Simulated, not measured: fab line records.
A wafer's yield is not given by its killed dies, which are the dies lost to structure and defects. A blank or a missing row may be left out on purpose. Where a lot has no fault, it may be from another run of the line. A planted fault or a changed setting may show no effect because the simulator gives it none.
The tool behind it: which one? + flow n5-finfet + Sampling: 19 lots, 57 wafers, 2 of 1938 route steps

WHAT THE GAUGES READ, wafer by wafer
N5_BEOL_M4_CD_MEAS_11: the cd target is 16.79 nm.
| lot  | measured     | on        | cd-nm (nm)        |
|------|--------------|-----------|-------------------|
| L074 | day 7 20:17  | cd-sem-02 | 16.60 16.48 16.73 |
| L075 | day 7 21:14  | cd-sem-03 | 16.74 16.13 16.62 |
| L076 | day 8 03:22  | cd-sem-03 | 16.28 16.53 16.70 |
| L077 | day 8 12:59  | cd-sem-03 | 16.82 16.90 16.87 |
| L078 | day 8 15:57  | cd-sem-01 | 16.37 16.55 16.40 |
| L079 | day 9 01:38  | cd-sem-01 | 17.05 16.81 17.17 |
| L080 | day 9 02:05  | cd-sem-02 | 16.64 16.79 16.91 |
| L081 | day 9 08:32  | cd-sem-02 | 16.75 16.68 17.03 |
| L083 | day 9 17:40  | cd-sem-03 | 16.78 16.68 16.29 |
| L082 | day 10 03:37 | cd-sem-01 | 17.00 16.45 16.74 |
| L086 | day 10 19:45 | cd-sem-02 | 17.27 16.89 16.48 |
| L088 | day 11 07:43 | cd-sem-03 | 17.06 16.73 16.94 |
| L089 | day 11 08:22 | cd-sem-01 | 17.18 16.57 16.68 |
| L090 | day 11 13:56 | cd-sem-01 | 16.76 16.80 16.99 |
| L091 | day 11 19:08 | cd-sem-02 | 16.88 16.73 16.73 |
| L092 | day 12 11:05 | cd-sem-01 | 16.79 16.91 17.54 |
| L094 | day 12 20:44 | cd-sem-01 | 16.73 16.85 17.24 |
| L096 | day 13 10:58 | cd-sem-03 | 17.00 17.21 17.33 |
| L097 | day 13 21:58 | cd-sem-01 | 16.80 17.11 17.02 |

N5_BEOL_M4_INSPECT_13: inspects for defects (brightfield).
| lot  | measured     | on                | raw-defect-count |
|------|--------------|-------------------|------------------|
| L074 | day 7 20:23  | defect-inspect-02 | 423 414 367      |
| L075 | day 7 21:20  | defect-inspect-02 | 419 442 388      |
| L076 | day 8 03:27  | defect-inspect-02 | 535 579 490      |
| L077 | day 8 13:05  | defect-inspect-01 | 395 392 312      |
| L078 | day 8 16:07  | defect-inspect-01 | 394 511 589      |
| L079 | day 9 01:43  | defect-inspect-02 | 551 579 554      |
| L080 | day 9 02:11  | defect-inspect-01 | 390 355 273      |
| L081 | day 9 08:37  | defect-inspect-02 | 398 399 347      |
| L083 | day 9 17:45  | defect-inspect-02 | 299 452 346      |
| L082 | day 10 03:42 | defect-inspect-02 | 529 478 615      |
| L086 | day 10 19:50 | defect-inspect-01 | 420 388 370      |
| L088 | day 11 07:49 | defect-inspect-01 | 369 314 392      |
| L089 | day 11 08:27 | defect-inspect-01 | 281 381 539      |
| L090 | day 11 14:01 | defect-inspect-02 | 514 392 294      |
| L091 | day 11 19:13 | defect-inspect-01 | 418 295 349      |
| L092 | day 12 11:10 | defect-inspect-01 | 340 306 398      |
| L094 | day 12 20:50 | defect-inspect-01 | 489 333 305      |
| L096 | day 13 11:03 | defect-inspect-01 | 443 475 442      |
| L097 | day 13 22:03 | defect-inspect-01 | 392 420 422      |

EACH LOT AND THE TOOL THAT RAN IT (in order: tool; ch and the chambers of the sampled wafers; start)
There is no process step in the record ahead of these readings.

WHAT THE TOOLS THEMSELVES READ (means of the sampled wafers that have a number; where no wafer has one, the mark that the record gives instead)
The record holds no such reading with a usual standard deviation.

THE ANSWER, worked out from the rows above alone
Rule: what is usual is taken from the lots themselves. Put in order of their means at a reading, lots are off if they are a third of the lots or fewer, leave a main group of 4 or more, and stand apart from it by a gap of 3 or more times the standard deviation of the main group's means; of several such gaps the widest counts. Not used: any main group whose means are identical at the precision the tables above print for the reading. Also off: a lot with no number at a reading for which 4 or more lots have one. Any other lot the step has rows for is counted as sound. Order of review: gauges by route order, followed by the tools' own readings, for which a lot's mean as printed above is used. At the first step where some lot is off, the reading lying furthest off is the one used; lots without a number count as furthest.
Across all readings shown, no lot is off: no conclusion can be drawn from this.

WHAT THE SIMULATOR HAD INSERTED
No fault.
